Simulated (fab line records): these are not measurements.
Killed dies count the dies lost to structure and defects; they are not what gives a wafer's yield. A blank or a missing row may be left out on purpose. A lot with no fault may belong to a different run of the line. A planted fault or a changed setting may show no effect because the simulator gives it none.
Matching of chambers + flow nand_harc + NHARC_A_M1_CMP_23 on cmp-04: 4 sister chambers
The step polishes, t overpolish 20 s, target thk 154.34 nm. 24 wafers are shown with their chamber, then 12 later ones without.

## EACH WAFER AND ITS CHAMBER
| wafer  | chamber | motor_current_A (A) | time_to_endpoint_s (s) |
|--------|---------|---------------------|------------------------|
| L077.1 | 0       | 13.3                | 24.6                   |
| L077.4 | 2       | 10.9                | 28.5                   |
| L077.5 | 1       | 11.1                | 24.9                   |
| L081.1 | 2       | 10.6                | 29.2                   |
| L081.2 | 1       | 10.8                | 26.7                   |
| L081.4 | 0       | 13.0                | 27.9                   |
| L081.3 | 3       | 12.5                | 27.9                   |
| L081.5 | 2       | 10.6                | 32.1                   |
| L081.6 | 3       | 11.7                | 27.1                   |
| L082.2 | 3       | 12.0                | 29.4                   |
| L082.3 | 2       | 11.3                | 26.9                   |
| L082.5 | 3       | 12.4                | 26.6                   |
| L086.4 | 3       | 12.1                | 25.7                   |
| L086.5 | 0       | 12.7                | 26.3                   |
| L086.6 | 3       | 12.8                | 25.9                   |
| L085.1 | 1       | 11.3                | 26.7                   |
| L085.2 | 0       | 12.6                | 27.2                   |
| L085.6 | 1       | 11.3                | 24.5                   |
| L088.1 | 2       | 10.7                | 26.0                   |
| L088.3 | 0       | 12.2                | 28.8                   |
| L088.6 | 2       | 10.8                | 26.8                   |
| L092.3 | 0       | 12.4                | 22.9                   |
| L092.4 | 3       | 12.2                | 26.7                   |
| L092.6 | 0       | 12.7                | 27.7                   |

SIGNATURES (averages over the wafers above)
| reading            | chamber 0 | chamber 1 | chamber 2 | chamber 3 | scatter within a chamber |
|--------------------|-----------|-----------|-----------|-----------|--------------------------|
| motor_current_A    | 12.700    | 11.125    | 10.817    | 12.243    | 0.323                    |
| time_to_endpoint_s | 26.486    | 25.700    | 28.250    | 27.043    | 1.79                     |
Rule: distance of a wafer from a chamber = root of the sum over the readings of ((wafer's reading minus chamber's mean) / reading's scatter) squared. If the next closest chamber is less than 2 further off than the closest, the wafer can't be placed; otherwise it belongs to the closest. The scatter: take each reading less its chamber's mean, square it, sum over the shown wafers, divide by the number of wafers less the number of chambers, and take the root.

## WAFERS WITH NO CHAMBER GIVEN
| wafer  | motor_current_A (A) | time_to_endpoint_s (s) |
|--------|---------------------|------------------------|
| L094.1 | 13.5                | 26.9                   |
| L094.3 | 11.5                | 24.6                   |
| L094.4 | 12.4                | 25.0                   |
| L097.2 | 10.4                | 32.7                   |
| L097.4 | 13.1                | 30.6                   |
| L097.5 | 13.2                | 30.9                   |
| L097.1 | 12.2                | 30.5                   |
| L097.3 | 11.4                | 28.1                   |
| L097.6 | 11.4                | 29.2                   |
| L096.2 | 10.3                | 31.1                   |
| L096.3 | 12.3                | 27.7                   |
| L096.5 | 11.5                | 26.6                   |

## CHAMBER TAKEN BY EACH
| wafer  | from the rows above          | in truth |
|--------|------------------------------|----------|
| L094.1 | can't be placed: 0 or 3      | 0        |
| L094.3 | can't be placed: 1 or 3 or 2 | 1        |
| L094.4 | can't be placed: 3 or 0      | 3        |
| L097.2 | can't be placed: 2 or 1      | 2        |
| L097.4 | can't be placed: 0 or 3      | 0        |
| L097.5 | can't be placed: 0 or 3      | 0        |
| L097.1 | can't be placed: 3 or 0      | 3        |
| L097.3 | can't be placed: 1 or 2 or 3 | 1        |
| L097.6 | can't be placed: 2 or 1 or 3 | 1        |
| L096.2 | can't be placed: 2 or 1      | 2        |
| L096.3 | can't be placed: 3 or 0      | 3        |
| L096.5 | can't be placed: 1 or 2 or 3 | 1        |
Correct placement for 0 of the 12. Can't be placed from these rows: 12 (the true chamber is among the candidates in 12). Number placed wrongly: 0.
